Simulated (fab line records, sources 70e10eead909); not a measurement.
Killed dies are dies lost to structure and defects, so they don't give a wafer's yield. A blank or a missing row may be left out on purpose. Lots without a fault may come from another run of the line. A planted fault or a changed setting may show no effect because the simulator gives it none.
Chamber matching | flow nand_harc | NHARC_A_SGD_CUT_ETCHBACK_24 on rie_diel-02: 4 sister chambers
The step etches the open film in CH3F/O2, target depth 50 nm, time 92.857 s. 22 wafers are shown with their chamber, then 11 later ones without.

WAFERS WITH THEIR CHAMBER
wafer  | chamber | showerhead_plenum_p_Torr (Torr) | drypump_motor_current_A (A) | rf_vpp_V (V)
L077.1 | 3       | 2.53                            | 5.5                         | 245.1
L077.2 | 0       | 2.60                            | 6.0                         | 244.9
L077.3 | 2       | 2.49                            | 5.2                         | 244.4
L081.3 | 0       | 2.60                            | 5.9                         | 246.8
L081.4 | 0       | 2.60                            | 6.0                         | 248.0
L081.6 | 2       | 2.49                            | 5.1                         | 243.6
L084.2 | 2       | 2.49                            | 5.1                         | 245.1
L084.3 | 0       | 2.60                            | 5.9                         | 246.7
L084.5 | 2       | 2.49                            | 5.1                         | 245.0
L083.4 | 2       | 2.49                            | 5.2                         | 244.9
L083.5 | 0       | 2.60                            | 6.0                         | 246.9
L083.6 | 3       | 2.53                            | 5.5                         | 245.0
L080.1 | 2       | 2.49                            | 5.2                         | 245.7
L080.2 | 3       | 2.53                            | 5.5                         | 245.6
L080.4 | 0       | 2.60                            | 6.0                         | 246.2
L085.4 | 3       | 2.53                            | 5.5                         | 245.2
L085.5 | 2       | 2.49                            | 5.2                         | 244.5
L085.6 | 0       | 2.59                            | 6.0                         | 247.1
L086.2 | 0       | 2.60                            | 6.0                         | 247.2
L086.3 | 2       | 2.49                            | 5.2                         | 244.0
L086.5 | 2       | 2.49                            | 5.2                         | 244.4
L090.3 | 1       | 2.50                            | 6.4                         | 244.3

SIGNATURES (means of the wafers above)
reading                  | chamber 0 | chamber 1 | chamber 2 | chamber 3 | scatter within a chamber
showerhead_plenum_p_Torr | 2.5987    | 2.5000    | 2.4900    | 2.5300    | 0.0022
drypump_motor_current_A  | 5.975     | 6.400     | 5.167     | 5.500     | 0.0441
rf_vpp_V                 | 246.725   | 244.300   | 244.622   | 245.225   | 0.707
Rule: a wafer's distance from a chamber is the root of the sum, over the readings, of the square of ((its reading less the chamber's mean) divided by the reading's scatter). The wafer belongs to the nearest chamber; if the next one is less than 2 further off, it can't be placed. The scatter: the root of (the sum of the squares of (reading less its chamber's mean) over the shown wafers, divided by (wafers less chambers)).

WAFERS WITHOUT THEIR CHAMBER
wafer  | showerhead_plenum_p_Torr (Torr) | drypump_motor_current_A (A) | rf_vpp_V (V)
L090.4 | 2.49                            | 5.1                         | 243.7
L090.5 | 2.53                            | 5.5                         | 245.0
L091.1 | 2.50                            | 6.4                         | 245.2
L091.2 | 2.49                            | 5.2                         | 245.4
L091.5 | 2.50                            | 6.4                         | 245.5
L095.1 | 2.53                            | 5.4                         | 245.5
L095.2 | 2.49                            | 5.2                         | 244.3
L095.5 | 2.59                            | 6.0                         | 246.1
L096.1 | 2.59                            | 6.0                         | 246.2
L096.2 | 2.49                            | 5.2                         | 244.9
L096.3 | 2.53                            | 5.5                         | 246.1

WHICH CHAMBER EACH WENT THROUGH
wafer  | from the rows above | in truth
L090.4 | 2                   | 2
L090.5 | 3                   | 3
L091.1 | 1                   | 1
L091.2 | 2                   | 2
L091.5 | 1                   | 1
L095.1 | 3                   | 3
L095.2 | 2                   | 2
L095.5 | 0                   | 0
L096.1 | 0                   | 0
L096.2 | 2                   | 2
L096.3 | 3                   | 3
Placed correctly: 11 of 11. Can't be placed from these rows: 0. Placed wrongly: 0.
